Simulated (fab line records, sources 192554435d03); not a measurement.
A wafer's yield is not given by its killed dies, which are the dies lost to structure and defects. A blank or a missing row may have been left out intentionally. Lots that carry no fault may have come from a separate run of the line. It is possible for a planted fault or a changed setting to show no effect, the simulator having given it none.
Problem report in the 8D (eight disciplines) form, filled by code    flow n5-finfet    the parts of the form that need people (team, actions taken, sign-off) are left out

## 1. THE ISSUE
Mean of killed_at_M0_to_M3 at N5_PASSIVATION_PROBE_49: 96 across 2 wafers in 2 lots; on wafers with no fault it is 34 (standard deviation 11). That puts it +5.6 standard deviations away from the usual mean.
The first sign was on wafer L465.3 at day 15 21:36, on prober-02. At this step, 33 wafers from 11 lots have a number in the record. The rule behind "out" and "out of limits": a value lying over 4 standard deviations away from the usual mean. The rest of the wafers with a number are treated as sound.

## 2. WHAT IT IS AND WHAT IT IS NOT
question                     is                    is not
which readings at this step  killed_at_M0_to_M3    killed-at-contacts, killed-at-front-end, killed-at-other, killed-open, killed-short, sort_bin_6_memory
which lots                   L465, L470            L453, L454, L455, L456, L458, L461, L464, L466, L474
which wafers of those lots   L465.3, L470.4        L465.1, L465.4, L470.3, L470.5
read on which tools          prober-01, prober-02  -
when                         from day 15 21:36     up to then (19 sound wafers); but 12 sound wafers of L464, L465, L466, L470, L474 came after

## 3. WHAT RULES OUT EACH SUSPECT
Counting: if a tool at a process step up to the reading ran every lot that is out, it stays a suspect. Sound lots after the first of them don't rule it out here, since some wafers of a struck lot are sound.
- ald-metal-01 at N5_BEOL_M0_ALD_136 (deposits TaN, pulse time 2 s, purge time 3 s, co reactant purge time 2 s): kept. It ran every lot that is out, first L465 (day 9 17:14); its last sound lot up to then is L466 (day 9 14:49).
- In ald-metal-01 at N5_BEOL_M0_ALD_136, the wafers that are out were processed in chamber 0 and their sound lot-mates in chambers 1, 2, 3.
After counting, what remains is ald-metal-01 at N5_BEOL_M0_ALD_136.

## 4. THE CAUSE (what the simulator had put in)
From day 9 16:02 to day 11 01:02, ald-metal-01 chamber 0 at N5_BEOL_M0_ALD_136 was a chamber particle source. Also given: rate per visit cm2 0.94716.
The count eliminated every tool but this one.

## 5. SEQUENCE OF EFFECTS, ordered by route
Each row: a reading where the mean over the struck wafers with a number is more than 3 standard deviations away from the usual. Scope: only readings with a usual standard deviation given in the record; hours: median across lots of the time from each lot's start at the first step in this table that gives one to its start at this step; sigmas: change in usual standard deviations.
hours  step                     reading               usual   on struck wafers  change  sigmas
0      N5_PASSIVATION_PROBE_49  defect-limited-yield  91.2 %  86.7              -4.5    -3.0
0      N5_PASSIVATION_PROBE_49  killed_at_M0_to_M3    34      96                +62     +5.6
0      N5_PASSIVATION_PROBE_49  killed-dies           103     158               +55     +3.1
0      N5_PASSIVATION_PROBE_49  sort-yield-pct        91.2 %  86.7              -4.5    -3.0
The process steps in it:
- N5_PASSIVATION_PROBE_49

## 6. WHAT WOULD HAVE CAUGHT IT SOONER
In this record no reading fell out of limits until day 15 21:36, 150 hours after the fault had begun at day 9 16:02.
Tool readings at N5_BEOL_M0_ALD_136 with a usual standard deviation given in the record: none out on any struck wafer, hence no alarm at a limit of 4 standard deviations on them.
The start of N5_BEOL_M0_ALD_136 on ald-metal-01 came by day 15 21:36 for every one of the lots that are out (2). Tool hold at that time: it would have spared none of them.
